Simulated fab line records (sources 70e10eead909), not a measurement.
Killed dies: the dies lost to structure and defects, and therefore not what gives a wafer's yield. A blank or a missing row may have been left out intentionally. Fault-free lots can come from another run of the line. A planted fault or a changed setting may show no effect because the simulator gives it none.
Which tool is to blame? + flow nand harc + 10 lots, 30 wafers sampled, at 6 steps of a route of 1302

== WHAT THE GAUGES READ, wafer by wafer ==
NHARC_END_SORT_01.
| lot  | measured     | on        | killed at array |
|------|--------------|-----------|-----------------|
| L445 | day 24 19:37 | prober-02 | 64 75 73        |
| L444 | day 25 04:08 | prober-01 | 110 106 112     |
| L451 | day 27 13:40 | prober-01 | 87 95 78        |
| L450 | day 27 22:22 | prober-02 | 86 88 82        |
| L452 | day 28 05:19 | prober-01 | 57 56 56        |
| L453 | day 28 16:13 | prober-02 | 15 14 22        |
| L454 | day 29 17:35 | prober-01 | 58 64 69        |
| L458 | day 30 09:40 | prober-02 | 102 110 92      |
| L457 | day 32 07:41 | prober-02 | 85 68 83        |
| L464 | day 33 16:55 | prober-02 | 43 52 48        |

== WHICH TOOL RAN EACH LOT (tool, then ch and the chambers of the sampled wafers, then the start) ==
| lot  | NHARC_A_CONTACT_ETCH_88            | NHARC_A_CONTACT_ETCH_89                       | NHARC_A_CONTACT_ETCH_135             | NHARC_A_CONTACT_CVD_19        | NHARC_A_CONTACT_CMP_20        |
|------|------------------------------------|-----------------------------------------------|--------------------------------------|-------------------------------|-------------------------------|
| L445 | rie diel-02 ch 0,1,3, day 22 21:40 | rie diel-02 ch 0,2,3, day 22 22:55 or earlier | har cap etch-01 ch 0,1, day 22 22:55 | cvd w-02 ch 0,1, day 23 02:09 | cmp-04 ch 0,1,3, day 23 02:55 |
| L444 | rie diel-06 ch 0,1,2, day 22 22:43 | rie diel-06 ch 0,2,3, day 23 00:00 or earlier | har cap etch-02 ch 0,1, day 23 00:00 | cvd w-02 ch 0,1, day 23 03:39 | cmp-02 ch 0,1,2, day 23 04:35 |
| L451 | rie diel-09 ch 0,2, day 25 13:49   | rie diel-09 ch 0,2,3, day 25 15:05 or earlier | har cap etch-01 ch 0, day 25 15:05   | cvd w-02 ch 0,1, day 25 18:02 | cmp-03 ch 0,3, day 25 18:56   |
| L450 | rie diel-06 ch 0,3, day 25 15:35   | rie diel-06 ch 0,3, day 25 16:53 or earlier   | har cap etch-02 ch 0, day 25 16:53   | cvd w-02 ch 0,1, day 25 19:55 | cmp-02 ch 0,2, day 25 20:50   |
| L452 | rie diel-09 ch 0,3, day 26 01:25   | rie diel-09 ch 0,2,3, day 26 02:46 or earlier | har cap etch-02 ch 0,1, day 26 02:46 | cvd w-01 ch 1, day 26 05:46   | cmp-02 ch 1,3, day 26 08:32   |
| L453 | rie diel-06 ch 1,2, day 26 15:38   | rie diel-06 ch 1,2,3, day 26 16:56 or earlier | har cap etch-02 ch 1, day 26 16:56   | cvd w-01 ch 1, day 26 19:54   | cmp-04 ch 1,2, day 26 20:48   |
| L454 | rie diel-09 ch 0,2, day 27 13:25   | rie diel-09 ch 0,2,3, day 27 14:46 or earlier | har cap etch-03 ch 1, day 27 14:46   | cvd w-01 ch 0, day 27 17:52   | cmp-03 ch 1,3, day 27 18:40   |
| L458 | rie diel-06 ch 0,3, day 28 04:11   | rie diel-06 ch 1,2, day 28 05:34 or earlier   | har cap etch-02 ch 0,1, day 28 05:34 | cvd w-02 ch 0,1, day 28 08:40 | cmp-04 ch 0,2,3, day 28 09:22 |
| L457 | rie diel-02 ch 0,1,3, day 29 07:17 | rie diel-02 ch 1,3, day 29 09:45 or earlier   | har cap etch-03 ch 0,1, day 29 09:45 | cvd w-01 ch 0,1, day 29 12:46 | cmp-03 ch 0,1,3, day 29 14:47 |
| L464 | rie diel-02 ch 0,1,3, day 31 15:53 | rie diel-02 ch 1,2,3, day 31 17:12 or earlier | har cap etch-02 ch 0,1, day 31 17:12 | cvd w-02 ch 1, day 31 21:31   | cmp-04 ch 2,3, day 31 23:09   |
- NHARC_A_CONTACT_ETCH_88: etches the open film in CF4, target depth 39 nm, time 65 s.
- NHARC_A_CONTACT_ETCH_89: etches the open film in N2/H2, target depth 260 nm, time 475.3 s.
- NHARC_A_CONTACT_ETCH_135: etches the open film in C4F8/O2/Ar, time 311 s, target depth 1912 nm.
- NHARC_A_CONTACT_CVD_19: deposits W, target thk 300 nm, time 802 s.
- NHARC_A_CONTACT_CMP_20: polishes, t overpolish 30 s, target thk 300 nm.

== THE ANSWER, worked out from the rows above alone ==
Rule: usual is defined by the lots themselves. Put in order of their means at a reading, lots are off if they are a third of the lots or fewer, leave a main group of 4 or more, and stand apart from it by a gap of 3 or more times the standard deviation of the main group's means; of several such gaps the widest counts. A main group is skipped when, at the precision printed for the reading in the tables above, its means are all equal. Also off: a lot with no number at a reading for which 4 or more lots have one. Where the step has rows for the other lots, those lots are counted as sound.
Across all readings shown, no lot is off: no conclusion can be drawn from this.

== WHAT THE SIMULATOR HAD INSERTED ==
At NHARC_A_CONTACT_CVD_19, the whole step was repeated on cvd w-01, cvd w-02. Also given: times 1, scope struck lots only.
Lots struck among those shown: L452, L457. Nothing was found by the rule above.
